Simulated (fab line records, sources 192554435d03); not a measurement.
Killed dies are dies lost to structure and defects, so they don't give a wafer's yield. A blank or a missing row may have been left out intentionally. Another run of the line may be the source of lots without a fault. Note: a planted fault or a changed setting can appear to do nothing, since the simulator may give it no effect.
fab line records	flow n5Finfet	part 1 of 2: steps 1 to 4 of 6
[record] lots = 23	wafers = 69	lastDay = 17
route steps=1938 shown HKMG_FIN@441 GATE_CUT@470
lots that met no fault: from a run of the same line without faults
startH: hours from the record's first day to the start of the lot's first wafer shown	waitH: hours since the lot's step before	" unchanged from the row above	L1.1+2: one row covering several wafers at once	- value missing, or start not given	* or withheld: withheld	< > ~ a bound
route shown NAME@n: NAME is a module with steps in the file, n the number in the route of the first one	usual: mean/standard deviation of fault-free wafers	same: alike in all rows	chamber/n: place in a boat	sites: the reading at each site	_std_site: how widely they spread, as a standard deviation	_edge_site: outer sites' mean less inner sites'	radiusMm: for every site, how far away it sits from the centre of the wafer	mask NAME#n: copy n	behind: the most recent tool/chamber to have shaped the wafer	hold: reason for holding the lot/hours on hold/outcome of the hold	device: the n, p or np transistor that did not switch	end of line: the tests these same wafers got at the end of their route	for a step that has no rows: nothing shown but its recipe	killed: dies lost to structure and defects at the first sort, not the wafer's yield	map: per-die view of a wafer (x killed, . not killed, _ where there is no die)
set.NAME: the setting that was run; set.NAME@STEP: the one run at that earlier step	model.NAME: the simulator's own value behind a step, which no gauge read
route steps across a sampled set of lots; one table per step, one row per wafer
services: the hour from which a tool's chamber was out of use, counted from the record's first day as startH (under 0 if before that day), plus the number of hours and why
[[steps]]
[step N5_HKMG_FIN_STRIP_19]
[recipe] chemistry = N2/H2	powerW = 2500	tempC = 300	h2Frac = 0.65	timeS = 360	pressureMtorr = withheld	n2FlowSccm = 1750	h2FlowSccm = 3250
[usual] drypumpMotorCurrentA = 5.8/0.39	heaterPowerW = 467/40
lot.wafer	tool	chamber	startH	waitH	drypumpMotorCurrentA	heaterPowerW	rfHoursCounterH
L074.1	plasmaAsher-01	1	76.53	0.0	6.0	435	84
L074.2	"	0	"	"	5.3	520	84
L074.3	"	0	"	"	5.3	498	-
L075.1	plasmaAsher-02	0	82.00	0.0	6.2	494	38
L075.3	"	1	"	"	6.0	472	-
L075.5	"	0	"	"	6.2	486	-
L076.1	plasmaAsher-02	1	88.74	0.0	6.0	472	39
L076.4	"	1	"	"	6.0	469	-
L076.5	"	1	"	"	6.0	473	-
L077.1	plasmaAsher-02	1	93.17	0.0	6.0	458	41
L077.3	"	0	"	"	6.2	487	-
L077.5	"	0	"	"	6.2	482	-
L078.1	plasmaAsher-01	1	98.64	0.0	6.1	398	87
L078.5	"	0	"	"	5.3	504	-
L078.6	"	1	"	"	6.0	409	-
L079.1	plasmaAsher-02	1	105.45	0.0	6.0	468	44
L079.3	"	0	"	"	6.2	495	-
L079.5	"	1	"	"	6.0	463	-
L080.2	plasmaAsher-01	0	117.01	0.0	5.3	514	90
L080.3	"	1	"	"	6.0	419	-
L080.6	"	0	"	"	5.3	493	-
L081.1	plasmaAsher-02	1	117.47	0.0	6.0	479	46
L081.3	"	1	"	"	6.0	471	-
L081.5	"	1	"	"	6.0	470	-
L082.2	plasmaAsher-02	1	127.57	0.0	6.0	465	48
L082.3	"	1	"	"	6.0	475	-
L082.5	"	0	"	"	6.2	490	-
L083.2	plasmaAsher-01	1	131.93	0.0	6.0	419	93
L083.3	"	1	"	"	6.0	410	-
L083.6	"	0	"	"	5.2	510	-
L084.1	plasmaAsher-02	1	141.08	0.0	6.0	468	50
L084.5	"	0	"	"	6.2	484	-
L084.6	"	1	"	"	6.0	474	-
L085.2	plasmaAsher-01	1	143.67	0.0	6.0	419	96
L085.3	"	1	"	"	6.0	413	-
L085.4	"	0	"	"	5.3	501	-
L086.1	plasmaAsher-01	0	151.67	0.1	5.2	515	98
L086.3	"	0	"	"	5.3	503	-
L086.4	"	1	"	"	6.1	418	-
L087.2	plasmaAsher-01	1	154.68	0.0	6.0	412	99
L087.3	"	0	"	"	5.3	510	-
L087.5	"	0	"	"	5.2	517	-
L088.2	plasmaAsher-01	1	158.90	0.0	6.1	397	100
L088.3	"	1	"	"	6.0	404	-
L088.5	"	1	"	"	6.0	411	-
L089.1	plasmaAsher-01	0	168.28	0.0	5.2	505	102
L089.2	"	1	"	"	6.1	413	102
L089.3	"	0	"	"	5.3	509	-
L090.1	plasmaAsher-01	0	173.80	0.0	5.3	511	103
L090.5	"	1	"	"	6.1	413	-
L090.6	"	0	"	"	5.3	494	-
L092.1	plasmaAsher-01	0	182.60	0.0	5.2	504	105
L092.2	"	1	"	"	6.0	414	105
L092.4	"	0	"	"	5.2	505	-
L093.3	plasmaAsher-01	0	191.16	0.1	5.3	493	-
L093.5	"	1	"	"	6.0	413	-
L093.6	"	0	"	"	5.3	505	-
L094.2	plasmaAsher-01	0	196.65	0.0	5.2	516	108
L094.5	"	0	"	"	5.2	521	-
L094.6	"	1	"	"	6.0	416	-
L095.1	plasmaAsher-01	0	203.50	0.0	5.2	510	109
L095.2	"	1	"	"	6.0	421	109
L095.4	"	1	"	"	6.0	411	-
L096.4	plasmaAsher-01	0	207.92	0.1	5.2	499	-
L096.5	"	0	"	"	5.2	506	-
L096.6	"	1	"	"	6.0	412	-
L097.1	plasmaAsher-01	1	216.16	0.0	6.1	419	112
L097.2	"	0	"	"	5.2	497	112
L097.6	"	1	"	"	6.0	418	-
[step N5_HKMG_FIN_STRIP_89]
[recipe] chemistry = N2/H2	material = SOC	timeS = 20	powerW = 500	tempC = 40	pressureMtorr = 50	rfFrequencyHz = 6e+07	biasPowerW = 8	h2Frac = 0.5	n2FlowSccm = 300	h2FlowSccm = 300
[usual] drypumpMotorCurrentA = 5.7/0.53	oesProductAu = 0.77/0.075	rfVppV = 54.3/0.85	showerheadPlenumPTorr = 3.40/0.1	throttleValvePct = 19.0/0.32
lot.wafer	tool	chamber	startH	waitH	drypumpMotorCurrentA	oesProductAu	rfHoursCounterH	rfVppV	showerheadPlenumPTorr	throttleValvePct
L074.1	rieDiel-01	2	77.42	0.0	6.1	0.77	152	54.2	3.51	19.3
L074.2	"	1	"	"	5.9	0.69	230	53.0	3.31	19.3
L074.3	"	3	"	"	5.2	0.75	172	54.5	3.46	19.1
L075.1	rieDiel-05	1	82.78	0.0	5.8	0.83	61	55.2	3.54	19.1
L075.3	"	0	"	"	6.6	0.71	207	55.0	3.32	19.4
L075.5	"	3	"	"	5.7	0.92	-	55.8	3.56	18.6
L076.1	rieDiel-06	0	89.84	0.0	5.0	0.91	18	54.1	3.30	18.8
L076.4	"	1	"	"	5.2	0.78	125	54.5	3.36	18.4
L076.5	"	3	"	"	5.8	0.76	-	54.2	3.37	19.1
L077.1	rieDiel-01	2	94.03	0.0	6.1	0.77	157	55.8	3.50	19.3
L077.3	"	0	"	"	5.2	0.87	30	54.3	3.26	18.5
L077.5	"	2	"	"	6.1	0.77	-	53.4	3.50	19.3
L078.1	rieDiel-05	2	99.44	0.0	5.1	0.71	189	55.7	3.49	19.1
L078.5	"	3	"	"	5.7	0.89	-	54.7	3.56	18.6
L078.6	"	0	"	"	6.6	0.70	-	55.0	3.32	19.4
L079.1	rieDiel-06	2	106.30	0.0	6.6	0.71	205	54.4	3.45	18.7
L079.3	"	0	"	"	4.9	0.88	24	52.2	3.30	18.8
L079.5	"	3	"	"	5.8	0.75	-	52.6	3.37	19.1
L080.2	rieDiel-01	1	117.91	0.0	5.9	0.68	243	52.5	3.30	19.3
L080.3	"	2	"	"	6.1	0.77	164	53.7	3.50	19.3
L080.6	"	1	"	"	5.9	0.67	-	55.6	3.31	19.3
L081.1	rieDiel-01	3	118.33	0.0	5.3	0.73	186	53.8	3.45	19.2
L081.3	"	0	"	"	5.2	0.85	38	55.0	3.26	18.6
L081.5	"	3	"	"	5.2	0.74	-	55.2	3.46	19.2
L082.2	rieDiel-01	1	128.41	0.0	5.9	0.66	245	53.1	3.30	19.3
L082.3	"	2	"	"	6.1	0.75	166	54.1	3.50	19.3
L082.5	"	2	"	"	6.1	0.76	-	55.9	3.50	19.3
L083.2	rieDiel-01	3	132.73	0.0	5.3	0.73	190	55.0	3.45	19.2
L083.3	"	2	"	"	6.1	0.76	168	54.8	3.50	19.3
L083.6	"	1	"	"	5.9	0.67	-	54.3	3.30	19.3
L084.1	rieDiel-01	3	141.90	0.0	5.2	0.73	193	54.5	3.45	19.2
L084.5	"	2	"	"	6.1	0.75	-	53.9	3.49	19.3
L084.6	"	0	"	"	5.2	0.84	-	53.5	3.26	18.6
L085.2	rieDiel-05	2	144.45	0.0	5.1	0.70	205	55.3	3.48	19.1
L085.3	"	0	"	"	6.6	0.69	226	54.0	3.31	19.4
L085.4	"	3	"	"	5.7	0.87	36	54.9	3.55	18.6
L086.1	rieDiel-05	2	152.46	0.0	5.1	0.69	207	54.2	3.48	19.1
L086.3	"	1	"	"	5.8	0.79	86	53.8	3.53	19.2
L086.4	"	3	"	"	5.7	0.86	39	54.2	3.55	18.6
L087.2	rieDiel-06	0	155.47	0.0	4.9	0.86	40	53.6	3.29	18.8
L087.3	"	2	"	"	6.6	0.69	221	54.0	3.44	18.7
L087.5	"	3	"	"	5.8	0.74	-	55.6	3.36	19.1
L088.2	rieDiel-01	1	159.68	0.0	6.0	0.99	2	52.7	3.30	18.9
L088.3	"	0	"	"	5.2	0.82	54	54.6	3.25	18.6
L088.5	"	0	"	"	5.2	0.82	-	52.3	3.25	18.6
L089.1	rieDiel-05	0	169.08	0.0	6.6	0.68	235	54.5	3.31	19.4
L089.2	"	3	"	"	5.7	0.85	45	53.8	3.55	18.6
L089.3	"	2	"	"	5.1	0.69	214	54.5	3.47	19.2
L090.1	rieDiel-05	3	174.59	0.0	5.7	0.85	47	54.6	3.54	18.6
L090.5	"	1	"	"	5.7	0.79	-	53.6	3.52	19.2
L090.6	"	0	"	"	6.6	0.69	-	54.0	3.31	19.4
L092.1	rieDiel-05	1	183.38	0.0	5.8	0.78	98	54.7	3.52	19.2
L092.2	"	3	"	"	5.7	0.86	50	54.1	3.54	18.6
L092.4	"	0	"	"	6.6	0.68	240	54.2	3.31	19.4
L093.3	rieDiel-06	1	191.89	0.0	5.2	0.74	153	53.3	3.35	18.5
L093.5	"	1	"	"	5.1	0.74	-	52.8	3.35	18.5
L093.6	"	2	"	"	6.6	0.70	-	53.0	3.44	18.7
L094.2	rieDiel-06	2	197.43	0.0	6.6	0.68	234	53.7	3.43	18.7
L094.5	"	2	"	"	6.6	0.68	-	54.9	3.43	18.7
L094.6	"	1	"	"	5.1	0.73	-	54.1	3.34	18.5
L095.1	rieDiel-01	1	204.30	0.0	5.9	0.93	17	53.7	3.29	18.9
L095.2	"	0	"	"	5.2	0.80	71	53.8	3.24	18.6
L095.4	"	3	"	"	5.3	0.71	214	54.1	3.44	19.2
L096.4	rieDiel-01	2	208.58	0.0	6.1	0.73	199	52.3	3.48	19.4
L096.5	"	2	"	"	6.1	0.73	-	54.0	3.48	19.4
L096.6	"	3	"	"	5.3	0.71	-	54.4	3.44	19.2
L097.1	rieDiel-06	0	217.07	0.0	4.9	0.82	59	55.3	3.28	18.8
L097.2	"	3	"	"	5.8	0.73	174	54.2	3.35	19.2
L097.6	"	1	"	"	5.2	0.74	-	55.7	3.34	18.5
[step N5_HKMG_FIN_ETCH_67]
[recipe] chemistry = N2/H2	target = SOC	targetDepthA = 3889	stopOn = TiN	ionEnergyEv = 100	biasW = 61	pressureMtorr = 30	sourceW = 850	n2FlowSccm = 200	h2FlowSccm = 200
[usual] drypumpMotorCurrentA = 5.7/0.53	oesProductAu = 0.76/0.074	rfVppV = 241.3/1.4	showerheadPlenumPTorr = 2.60/0.082	throttleValvePct = 17.84/0.24
lot.wafer	tool	chamber	startH	waitH	drypumpMotorCurrentA	oesProductAu	rfHoursCounterH	rfVppV	showerheadPlenumPTorr	throttleValvePct
L074.1	rieDiel-05	0	78.45	-	6.6	0.70	205	240.2	2.52	17.82
L074.2	"	1	"	"	5.8	0.83	59	242.4	2.69	17.90
L074.3	"	2	"	"	5.1	0.72	184	241.4	2.64	18.05
L075.1	rieDiel-05	0	83.84	-	6.6	0.69	207	240.0	2.51	17.83
L075.3	"	1	"	"	5.7	0.83	62	242.8	2.69	17.91
L075.5	"	1	"	"	5.7	0.84	-	241.4	2.69	17.91
L076.1	rieDiel-05	0	91.03	-	6.6	0.70	210	240.7	2.51	17.85
L076.4	"	1	"	"	5.8	0.82	65	242.6	2.69	17.90
L076.5	"	1	"	"	5.8	0.82	-	242.2	2.69	17.90
L077.1	rieDiel-06	3	95.05	-	5.8	0.75	133	240.6	2.55	17.96
L077.3	"	0	"	"	4.9	0.89	19	240.1	2.50	17.71
L077.5	"	2	"	"	6.6	0.72	-	241.2	2.62	17.80
L078.1	rieDiel-06	1	100.46	-	5.2	0.76	128	240.5	2.54	17.53
L078.5	"	2	"	"	6.6	0.71	-	241.6	2.62	17.80
L078.6	"	1	"	"	5.2	0.76	-	240.8	2.54	17.52
L079.1	rieDiel-06	0	107.33	-	4.9	0.88	24	240.1	2.49	17.71
L079.3	"	3	"	"	5.8	0.75	138	240.1	2.55	18.00
L079.5	"	0	"	"	4.9	0.88	-	240.0	2.49	17.71
L080.2	rieDiel-05	0	118.92	-	6.6	0.69	218	239.5	2.51	17.84
L080.3	"	3	"	"	5.7	0.87	28	241.7	2.70	17.43
L080.6	"	3	"	"	5.7	0.88	-	243.4	2.70	17.42
L081.1	rieDiel-05	1	119.34	-	5.8	0.81	76	241.0	2.68	17.94
L081.3	"	2	"	"	5.1	0.71	197	241.3	2.64	18.06
L081.5	"	1	"	"	5.8	0.81	-	243.1	2.68	17.93
L082.2	rieDiel-05	2	129.42	-	5.1	0.69	200	240.6	2.64	18.07
L082.3	"	1	"	"	5.7	0.80	79	242.0	2.68	17.94
L082.5	"	0	"	"	6.6	0.68	-	240.8	2.51	17.86
L083.2	rieDiel-01	0	133.74	-	5.2	0.83	42	238.8	2.46	17.63
L083.3	"	1	"	"	5.9	0.67	247	238.4	2.50	18.07
L083.6	"	2	"	"	6.1	0.75	-	242.8	2.65	18.03
L084.1	rieDiel-01	0	142.91	-	5.1	0.85	46	240.1	2.46	17.62
L084.5	"	0	"	"	5.1	0.85	-	240.8	2.46	17.61
L084.6	"	3	"	"	5.3	0.72	-	241.9	2.61	18.16
L085.2	rieDiel-01	0	145.46	-	5.1	0.84	47	239.8	2.46	17.62
L085.3	"	3	"	"	5.2	0.72	194	240.5	2.61	18.15
L085.4	"	3	"	"	5.3	0.72	-	241.7	2.61	18.14
L086.1	rieDiel-05	1	153.49	-	5.8	0.79	87	244.2	2.68	17.96
L086.3	"	3	"	"	5.7	0.85	39	244.1	2.69	17.46
L086.4	"	2	"	"	5.1	0.69	208	241.5	2.63	18.06
L087.2	rieDiel-05	1	156.53	-	5.8	0.80	88	241.9	2.68	17.96
L087.3	"	0	"	"	6.6	0.68	231	241.1	2.50	17.86
L087.5	"	3	"	"	5.7	0.86	-	243.2	2.69	17.46
L088.2	rieDiel-05	3	160.70	-	5.7	0.85	42	244.2	2.69	17.45
L088.3	"	1	"	"	5.7	0.79	89	244.5	2.68	17.96
L088.5	"	0	"	"	6.6	0.68	-	241.0	2.50	17.85
L089.1	rieDiel-01	3	170.10	-	5.3	0.71	201	241.3	2.61	18.16
L089.2	"	0	"	"	5.2	0.82	58	239.0	2.46	17.62
L089.3	"	2	"	"	6.1	0.73	184	243.0	2.65	18.07
L090.1	rieDiel-05	0	175.60	-	6.6	0.68	237	239.9	2.50	17.88
L090.5	"	1	"	"	5.8	0.79	-	241.8	2.67	17.98
L090.6	"	0	"	"	6.6	0.67	-	239.0	2.50	17.88
L092.1	rieDiel-05	0	184.40	-	6.6	0.68	240	239.8	2.50	17.88
L092.2	"	3	"	"	5.7	0.84	51	242.3	2.69	17.46
L092.4	"	2	"	"	5.1	0.68	220	242.5	2.63	18.09
L093.3	rieDiel-05	1	192.94	-	5.7	0.78	101	241.3	2.67	17.97
L093.5	"	0	"	"	6.6	0.68	-	240.4	2.50	17.88
L093.6	"	1	"	"	5.8	0.78	-	241.5	2.67	17.96
L094.2	rieDiel-05	2	198.44	-	5.1	0.68	225	241.6	2.63	18.11
L094.5	"	2	"	"	5.1	0.68	-	242.6	2.63	18.11
L094.6	"	1	"	"	5.7	0.77	-	242.4	2.67	17.96
L095.1	rieDiel-01	2	205.31	-	6.1	0.72	198	242.4	2.64	18.10
L095.2	"	1	"	"	6.0	0.91	17	240.4	2.49	17.69
L095.4	"	3	"	"	5.2	0.71	214	241.3	2.61	18.19
L096.4	rieDiel-05	0	209.62	-	6.6	0.67	-	239.1	2.50	17.92
L096.5	"	3	"	"	5.7	0.83	-	242.0	2.68	17.48
L096.6	"	2	"	"	5.1	0.68	-	242.0	2.63	18.11
L097.1	rieDiel-01	0	218.36	-	5.1	0.80	75	239.1	2.45	17.66
L097.2	"	1	"	"	5.9	0.91	21	239.9	2.49	17.69
L097.6	"	0	"	"	5.1	0.80	-	239.9	2.45	17.66
[step N5_HKMG_FIN_ETCHBACK_68]
[recipe] chemistry = Cl2/Ar	stopOn = HfO2	targetDepthA = 5	pressureMtorr = 10	icpW = 600	biasW = 60	Cl2_flow_sccm = 40	Ar_flow_sccm = 60
[usual] drypumpMotorCurrentA = 5.5/0.39	oesProductAu = 0.74/0.11	throttleValvePct = 20.87/0.16
lot.wafer	tool	chamber	startH	waitH	drypumpMotorCurrentA	oesProductAu	rfHoursCounterH	throttleValvePct
L074.1	rieMetal-01	0	78.66	0.0	5.3	0.77	47	20.86
L074.2	"	1	"	"	5.2	0.93	4	20.76
L074.3	"	0	"	"	5.3	0.77	-	20.87
L075.1	rieMetal-03	1	84.06	0.0	6.2	0.60	135	21.07
L075.3	"	1	"	"	6.2	0.60	-	21.07
L075.5	"	0	"	"	5.4	0.72	-	20.87
L076.1	rieMetal-03	1	91.25	0.0	6.2	0.60	136	21.10
L076.4	"	0	"	"	5.4	0.72	-	20.87
L076.5	"	1	"	"	6.2	0.60	-	21.07
L077.1	rieMetal-02	0	95.26	0.0	6.0	0.61	128	21.05
L077.3	"	1	"	"	5.2	0.85	-	20.65
L077.5	"	0	"	"	6.0	0.60	-	21.05
L078.1	rieMetal-02	0	100.67	0.0	6.0	0.60	129	21.04
L078.5	"	1	"	"	5.2	0.86	-	20.64
L078.6	"	0	"	"	6.0	0.60	-	21.04
L079.1	rieMetal-03	1	107.55	0.0	6.2	0.60	137	21.10
L079.3	"	0	"	"	5.4	0.72	-	20.89
L079.5	"	0	"	"	5.4	0.72	-	20.88
L080.2	rieMetal-02	0	119.14	0.0	6.0	0.59	130	21.05
L080.3	"	1	"	"	5.2	0.84	-	20.68
L080.6	"	1	"	"	5.1	0.84	-	20.65
L081.1	rieMetal-03	1	119.56	0.0	6.2	0.60	138	21.09
L081.3	"	0	"	"	5.4	0.72	-	20.88
L081.5	"	0	"	"	5.4	0.72	-	20.88
L082.2	rieMetal-01	1	129.64	0.0	5.2	0.91	7	20.76
L082.3	"	0	"	"	5.3	0.76	-	20.90
L082.5	"	1	"	"	5.2	0.91	-	20.75
L083.2	rieMetal-03	0	133.96	0.0	5.4	0.71	73	20.90
L083.3	"	0	"	"	5.4	0.71	-	20.87
L083.6	"	1	"	"	6.2	0.59	-	21.11
L084.1	rieMetal-03	1	143.13	0.0	6.2	0.59	140	21.11
L084.5	"	1	"	"	6.2	0.59	-	21.12
L084.6	"	0	"	"	5.4	0.72	-	20.87
L085.2	rieMetal-01	0	145.68	0.0	5.3	0.76	52	20.90
L085.3	"	0	"	"	5.3	0.76	-	20.89
L085.4	"	1	"	"	5.3	0.89	-	20.75
L086.1	rieMetal-01	1	153.71	0.0	5.2	0.89	9	20.78
L086.3	"	0	"	"	5.3	0.75	-	20.90
L086.4	"	1	"	"	5.2	0.89	-	20.77
L087.2	rieMetal-02	0	156.75	0.0	6.0	0.59	134	21.07
L087.3	"	1	"	"	5.1	0.83	-	20.66
L087.5	"	0	"	"	6.0	0.59	-	21.06
L088.2	rieMetal-02	0	160.91	0.0	6.0	0.59	134	21.07
L088.3	"	0	"	"	6.0	0.59	-	21.06
L088.5	"	0	"	"	6.0	0.58	-	21.04
L089.1	rieMetal-03	0	170.32	0.0	5.4	0.70	78	20.88
L089.2	"	0	"	"	5.4	0.70	-	20.88
L089.3	"	0	"	"	5.4	0.70	-	20.91
L090.1	rieMetal-03	0	175.82	0.0	5.4	0.71	78	20.89
L090.5	"	0	"	"	5.4	0.70	-	20.88
L090.6	"	0	"	"	5.4	0.70	-	20.88
L092.1	rieMetal-02	1	184.62	0.0	5.1	0.81	19	20.67
L092.2	"	0	"	"	6.0	0.59	136	21.07
L092.4	"	0	"	"	6.0	0.59	-	21.04
L093.3	rieMetal-03	1	193.20	0.1	6.2	0.96	-	20.52
L093.5	"	0	"	"	5.4	0.70	-	20.90
L093.6	"	1	"	"	6.2	0.95	-	20.52
L094.2	rieMetal-02	1	198.70	0.1	5.2	0.81	-	20.67
L094.5	"	1	"	"	5.1	0.81	-	20.68
L094.6	"	1	"	"	5.2	0.81	-	20.66
L095.1	rieMetal-01	1	205.53	0.0	5.2	0.86	14	20.77
L095.2	"	0	"	"	5.3	0.74	58	20.91
L095.4	"	1	"	"	5.2	0.86	-	20.77
L096.4	rieMetal-01	0	209.86	0.1	5.2	0.74	-	20.91
L096.5	"	0	"	"	5.3	0.74	-	20.90
L096.6	"	1	"	"	5.2	0.85	-	20.79
L097.1	rieMetal-03	1	218.58	0.0	6.2	0.92	3	20.53
L097.2	"	0	"	"	5.4	0.70	82	20.91
L097.6	"	0	"	"	5.4	0.69	-	20.90
